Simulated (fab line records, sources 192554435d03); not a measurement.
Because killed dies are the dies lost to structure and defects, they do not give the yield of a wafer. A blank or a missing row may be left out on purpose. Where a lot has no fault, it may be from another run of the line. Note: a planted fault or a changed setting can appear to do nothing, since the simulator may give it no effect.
Problem report in the 8D (eight disciplines) form, filled by code -- flow n5-finfet -- the parts of the form that need people (team, actions taken, sign-off) are left out

1. WHAT IS WRONG
VT_N_LONG at N5_BEOL_M4_RC_MEAS_101 reads a mean of 357.2 mV on 1 wafer of 1 lot; wafers without a fault read 275.3 mV with a standard deviation of 1.8. That is +45 standard deviations from the usual mean.
First seen on wafer L697.2, day 11 00:59, on prober-01. Wafers with a number at this step in the record: 24, from 8 lots. Rule for "out", or "out of limits": more than 4 standard deviations from the usual mean. The rest of the wafers with a number are treated as sound.

2. WHAT IT IS; WHAT IT IS NOT
question,is,is not
which readings at this step,"VT_N_LONG, IOFF_N, IOFF_N_85C, IOFF_N_LIN, IOFF_N_LONG, IOFF_P, IOFF_P_85C, IOFF_P_LIN, IOFF_P_LONG, ION_N, ION_P, VT_N, VT_N_LVT, VT_P, VT_P_LONG, VT_P_LVT","DIBL_N, DIBL_P, SS_N"
which lots,L697,"L687, L689, L694, L695, L698, L708, L709"
which wafers of those lots,L697.2,"L697.3, L697.6"
read on which gauges,prober-01,prober-02
when,from day 11 00:59,"up to then (14 sound wafers); but 9 sound wafers of L698, L708, L709 came after"

3. THE SUSPECTS, EACH WITH WHAT RULES IT OUT
Counting: if a tool at a process step up to the reading ran every lot that is out, it stays a suspect. Sound lots after the first of them don't rule it out here, since some wafers of a struck lot are sound.
- the gauge at N5_BEOL_M4_RC_MEAS_101: kept. All the wafers that are out were read on prober-01, and no step on other tools shows them out.
- ald-metal-04 at N5_HKMG_FIN_NWFM_ALD_20 (deposits TiAlC, target thk 2 nm, pulse time 3 s, purge time 2 s): kept. It ran the lot that is out, L697 (day 7 01:57); its last sound lot up to then is L694 (day 6 06:10).
- ald-metal-04 at N5_HKMG_FIN_ALD_71 (deposits TiN, target thk 1 nm, pulse time 1 s, purge time 3 s): kept. It ran the lot that is out, L697 (day 7 02:02); its last sound lot up to then is L694 (day 6 06:16).
- rie-diel-05 at N5_HKMG_FIN_STRIP_90 (strips SOC in N2/H2, time 20 s): kept. It ran the lot that is out, L697 (day 7 02:26).
- plasma-asher-01 at N5_HKMG_FIN_STRIP_69 (strips in N2/H2, time 360 s): kept. It ran the lot that is out, L697 (day 7 02:44); its last sound lot up to then is L694 (day 6 07:11).
- Within ald-metal-04 at N5_HKMG_FIN_NWFM_ALD_20, the wafers that are out were processed in chamber 1 and their sound lot-mates in chamber 3.
- Within ald-metal-04 at N5_HKMG_FIN_ALD_71, the wafers that are out were processed in chamber 1 and their sound lot-mates in chamber 3.
- Within rie-diel-05 at N5_HKMG_FIN_STRIP_90: the wafers that are out ran in chamber 0; their sound lot-mates ran in chambers 1, 3.
Left after counting: ald-metal-04 at N5_HKMG_FIN_NWFM_ALD_20, ald-metal-04 at N5_HKMG_FIN_ALD_71, rie-diel-05 at N5_HKMG_FIN_STRIP_90, plasma-asher-01 at N5_HKMG_FIN_STRIP_69, prober-01 at N5_BEOL_M4_RC_MEAS_101.

4. THE CAUSE (what the simulator had put in)
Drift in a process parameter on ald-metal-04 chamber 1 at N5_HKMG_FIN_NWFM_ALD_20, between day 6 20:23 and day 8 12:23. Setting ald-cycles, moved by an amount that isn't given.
Counting left 5 suspects, and this tool is among them.

5. THE EFFECT CHAIN, in route order
One row per reading whose mean, taken over the struck wafers that have a number, lies over 3 standard deviations from the usual. Readings are gone through only where the record gives a usual standard deviation; hours: the median, over the lots, of the time from a lot's start at the first step in this table giving one to that lot's start at this step; sigmas: the change measured in usual standard deviations.
hours,step,reading,usual,on struck wafers,change,sigmas
0,N5_BEOL_M4_RC_MEAS_101,IOFF_N,0.17 nA/um,0.01,-0.16,-4.8
0,N5_BEOL_M4_RC_MEAS_101,IOFF_N_85C,3.3 nA/um,0.3,-3.0,-5.7
0,N5_BEOL_M4_RC_MEAS_101,IOFF_N_LIN,0.078 nA/um,0.004,-0.074,-6.2
0,N5_BEOL_M4_RC_MEAS_101,IOFF_N_LONG,5.47e-05 nA/um,1.97e-05,-3.50e-05,-13
0,N5_BEOL_M4_RC_MEAS_101,IOFF_P,0.22 nA/um,0.53,+0.31,+8.4
0,N5_BEOL_M4_RC_MEAS_101,IOFF_P_85C,3.7 nA/um,7.9,+4.2,+7.9
0,N5_BEOL_M4_RC_MEAS_101,IOFF_P_LIN,0.100 nA/um,0.244,+0.144,+10
0,N5_BEOL_M4_RC_MEAS_101,IOFF_P_LONG,0.000102 nA/um,0.000195,+0.000093,+9.3
0,N5_BEOL_M4_RC_MEAS_101,ION_N,680 uA/um,494,-186,-17
0,N5_BEOL_M4_RC_MEAS_101,ION_P,464 uA/um,497,+33,+4.3
0,N5_BEOL_M4_RC_MEAS_101,VT_N,248.9 mV,331.6,+82.7,+29
0,N5_BEOL_M4_RC_MEAS_101,VT_N_LONG,275.3 mV,357.2,+81.9,+45
0,N5_BEOL_M4_RC_MEAS_101,VT_N_LVT,97 mV,178,+81,+27
0,N5_BEOL_M4_RC_MEAS_101,VT_P,-251 mV,-224,+27,+7.5
0,N5_BEOL_M4_RC_MEAS_101,VT_P_LONG,-277 mV,-256,+21,+6.0
0,N5_BEOL_M4_RC_MEAS_101,VT_P_LVT,-99 mV,-75,+24,+7.7
101,N5_PASSIVATION_PROBE_49,sort_bin_4_leakage,0.00 %,14.92,+14.92,+99 or more
101,N5_PASSIVATION_PROBE_49,sort_bin_8_speed,0.00 %,76.53,+76.53,+99 or more
101,N5_PASSIVATION_PROBE_49,sort-n-pass,1082,0,-1082,-60
101,N5_PASSIVATION_PROBE_49,sort-yield-pct,91.7 %,0.0,-91.7,-61
It contains these process steps:
- N5_PASSIVATION_PROBE_49

6. WHAT WOULD HAVE CAUGHT IT SOONER
101 hours passed between the start of the fault at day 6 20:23 and the first reading out of limits at a measuring or inspecting step in this record, taken at day 11 00:59.
Tool readings at N5_HKMG_FIN_NWFM_ALD_20 with a usual standard deviation given in the record: none out on any struck wafer, hence no alarm at a limit of 4 standard deviations on them.
All the lots that are out (1) had begun N5_HKMG_FIN_NWFM_ALD_20 on ald-metal-04 by day 11 00:59. Had the tool been put on hold then, not one of them would have been saved.
